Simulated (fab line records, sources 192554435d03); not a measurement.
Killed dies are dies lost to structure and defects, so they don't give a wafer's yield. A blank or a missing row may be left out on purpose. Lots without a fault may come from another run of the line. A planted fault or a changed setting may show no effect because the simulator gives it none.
One fault seen from 3 desks | flow n5_finfet | each desk has only its own numbers; what lay behind them comes last

THE METROLOGY DESK
What the gauges read, lot by lot, whatever tool the lot ran on: means of the sampled wafers that have a number. A lot is out of limits, marked OUT, if its mean lies more than 4 standard deviations from the usual mean; the brackets give that distance.
Columns: A = cd_nm at N5_BEOL_M8_CD_MEAS_11, usual 38.5 nm
lot  | first seen here | A
L628 | day 9 12:19     | 38.9
L629 | day 9 17:11     | 38.8
L633 | day 10 06:40    | 38.2
L634 | day 11 00:04    | 38.2
L636 | day 11 04:15    | 39.0
L638 | day 11 20:41    | 38.8
L643 | day 12 20:10    | 38.7
L646 | day 14 01:43    | 39.0
L650 | day 14 15:40    | 37.9
L651 | day 15 01:13    | 38.1
This desk's finding: nothing out of limits on any of the 10 lots.

THE TOOL OWNER'S DESK: rie_diel-01
The tool's own readings at N5_BEOL_M8_ETCH_72 (etches underlayer in N2/H2, target depth 6.5 nm, time 5.2 s): means of the sampled wafers that have a number, for each lot that ran on this tool. A lot is out of limits, marked OUT, if its mean lies more than 4 standard deviations from the usual mean; the brackets give that distance. Of its 8 readings 7 are shown: the one that was out of limits first, and those that lie furthest out on some lot.
Columns: A = chamber_pressure_mTorr at N5_BEOL_M8_ETCH_72, usual 30.00 mTorr; B = drypump_motor_current_A at N5_BEOL_M8_ETCH_72, usual 5.6 A; C = etch_rf_on_time_s at N5_BEOL_M8_ETCH_72, usual 5.19 s; D = h2_flow_sccm at N5_BEOL_M8_ETCH_72, usual 200.1 sccm; E = oes_product_au at N5_BEOL_M8_ETCH_72, usual 0.69 a.u.; F = rf_vpp_V at N5_BEOL_M8_ETCH_72, usual 523.9 V; G = throttle_valve_pct at N5_BEOL_M8_ETCH_72, usual 17.84 %
lot  | first seen here | A     | B   | C    | D               | E    | F     | G
L628 | day 9 14:19     | 29.98 | 5.4 | 5.18 | 200.6           | 0.71 | 524.5 | 17.69
L629 | day 9 20:17     | 29.92 | 5.4 | 5.12 | 199.8           | 0.76 | 525.9 | 17.81
L633 | day 10 09:40    | 30.00 | 5.4 | 5.22 | 200.1           | 0.70 | 524.8 | 17.71
L638 | day 11 21:44    | 29.98 | 5.3 | 5.11 | 200.0           | 0.75 | 524.9 | 17.81
L643 | day 13 01:11    | 30.03 | 5.1 | 5.06 | 220.0 (+34) OUT | 0.69 | 523.3 | 18.33
L646 | day 14 03:08    | 30.02 | 5.2 | 5.09 | 219.8 (+34) OUT | 0.68 | 524.2 | 18.52 (+4.3) OUT
This desk's finding: out of limits on L643, L646; first on L643, day 13 01:11 (h2_flow_sccm at N5_BEOL_M8_ETCH_72). In limits: L628, L629, L633, L638.

THE DEFECT DESK
What the inspections along the route counted, lot by lot: means of the sampled wafers that have a number. A lot is out of limits, marked OUT, if its mean lies more than 4 standard deviations from the usual mean; the brackets give that distance.
Columns: A = raw_defect_count at N5_BEOL_M8_INSPECT_30, usual 400
lot  | first seen here | A
L628 | day 9 14:11     | 340
L629 | day 9 20:13     | 390
L633 | day 10 09:07    | 421
L634 | day 11 03:06    | 339
L636 | day 11 07:12    | 314
L638 | day 11 21:40    | 391
L643 | day 13 01:07    | 400
L646 | day 14 03:02    | 441
L650 | day 14 17:40    | 435
L651 | day 15 04:49    | 253
This desk's finding: nothing out of limits on any of the 10 lots.

PUT TOGETHER
The tool owner's desk could have raised an alarm at day 13 01:11, on L643, L646.
The metrology desk saw nothing out of limits.
The defect desk saw nothing out of limits.
The metrology desk has L643, L646 on record, within its limits.
The defect desk has L643, L646 on record, within its limits.
Of the lots named, all ran N5_BEOL_M8_ETCH_72 on rie_diel-01.

WHAT THE SIMULATOR HAD PUT IN
Process parameter drift: rie_diel-01, from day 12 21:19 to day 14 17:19, at N5_BEOL_M8_ETCH_72. Setting h2_flow_sccm, moved by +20, from 200. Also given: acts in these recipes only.
Lots struck among those shown: L643, L646.
Hours from the fault's start to each desk's first reading out of limits: the tool owner's desk, 4.
